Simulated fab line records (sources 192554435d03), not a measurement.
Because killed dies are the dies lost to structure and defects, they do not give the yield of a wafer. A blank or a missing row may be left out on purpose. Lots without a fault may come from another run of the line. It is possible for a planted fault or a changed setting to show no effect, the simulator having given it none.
Problem report, 8D (eight disciplines) form, completed by code | flow n5 finfet | the parts of the form that need people (team, actions taken, sign-off) are left out

## 1. THE ISSUE
Mean of plate temp C at N5_BEOL_M13_COAT_65: 232.53 C across 6 wafers in 2 lots; on wafers with no fault it is 249.96 C (standard deviation 0.18). That is -97 standard deviations from the usual mean.
The step: time 60 s, resist thk 350 nm.
The first sign was on wafer L621.1 at day 16 11:44, on litho track-03. At this step, 18 wafers from 6 lots have a number in the record. The rule behind "out" and "out of limits": a value lying over 4 standard deviations away from the usual mean. All remaining wafers that have a number are taken as sound.

## 2. WHAT IT IS, WHAT IT ISN'T
question                    | is                                 | is not
which readings at this step | plate temp C, heater power total W | exhaust pa
which lots                  | L621, L622                         | L610, L611, L626, L627
which wafers of those lots  | all that have a number             | -
read on which tools         | litho track-03                     | litho track-04
when                        | from day 16 11:44                  | up to then (6 sound wafers); but 6 sound wafers of L626, L627 came after

## 3. WHAT RULES OUT EACH SUSPECT
Counting: a tool at a process step up to the reading stays a suspect if it ran every lot that is out and no sound lot after the first of them.
- rie diel-05 at N5_BEOL_M13_DESCUM_15 (chemistry O2, time 7.9 s): kept. It ran every lot that is out, first L621 (day 16 11:10), and no sound lot after that.
- rie diel-05 at N5_BEOL_M13_ETCH_59 (etches BARC in N2/H2, target depth 89 nm, overetch 26.7 nm, time 67.9 s): kept. It ran every lot that is out, first L621 (day 16 11:13), and no sound lot after that.
- rie diel-05 at N5_BEOL_M13_VIA_ETCH_16 (etches SiOC in C4F8/O2/Ar, target depth 921.7 nm): kept. It ran every lot that is out, first L621 (day 16 11:16), and no sound lot after that.
- plasma asher-02 at N5_BEOL_M13_STRIP_63 (strips in N2/H2): ruled out as a lasting fault. The sound lots L626 went through it after L621, its earliest lot that is out (day 16 11:29).
- plasma asher-02 at N5_BEOL_M13_STRIP_64 (strips in N2/H2): ruled out as a lasting fault. The sound lots L626 went through it after L621, its earliest lot that is out (day 16 11:33).
- litho track-03 at N5_BEOL_M13_COAT_65 (time 60 s, resist thk 350 nm): kept. It processed each lot that is out, first L621 at day 16 11:44, and no sound lot thereafter; up to then, the last sound lot it processed was L610 at day 13 11:17. Its own readings are out on those wafers: heater power total W, plate temp C.
Left after counting: rie diel-05 at N5_BEOL_M13_DESCUM_15, rie diel-05 at N5_BEOL_M13_ETCH_59, rie diel-05 at N5_BEOL_M13_VIA_ETCH_16, litho track-03 at N5_BEOL_M13_COAT_65.

## 4. THE CAUSE (what the simulator had put in)
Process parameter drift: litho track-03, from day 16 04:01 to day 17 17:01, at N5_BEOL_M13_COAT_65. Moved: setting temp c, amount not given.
Counting left 4 suspects, and this tool is among them.

## 5. SEQUENCE OF EFFECTS, ordered by route
Rows list readings where the struck wafers' mean (over those with a number) sits beyond 3 standard deviations from the usual. Only readings whose record carries a usual standard deviation are examined. hours: median over the lots of the time between each lot's start at the first step of this table that gives one and its start at this step. sigmas: the change, counted in usual standard deviations.
hours | step                | reading              | usual    | on struck wafers | change | sigmas
0     | N5_BEOL_M13_COAT_65 | heater power total W | 500.5 W  | 458.7            | -41.8  | -23
0     | N5_BEOL_M13_COAT_65 | plate temp C         | 249.96 C | 232.53           | -17.43 | -97
Process steps it contains:
- N5_BEOL_M13_COAT_65: time 60 s, resist thk 350 nm.

## 6. HOW IT WOULD HAVE BEEN CAUGHT EARLIER
In this record the first reading out of limits was taken at day 16 11:44, 8 hours after the fault began at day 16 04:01.
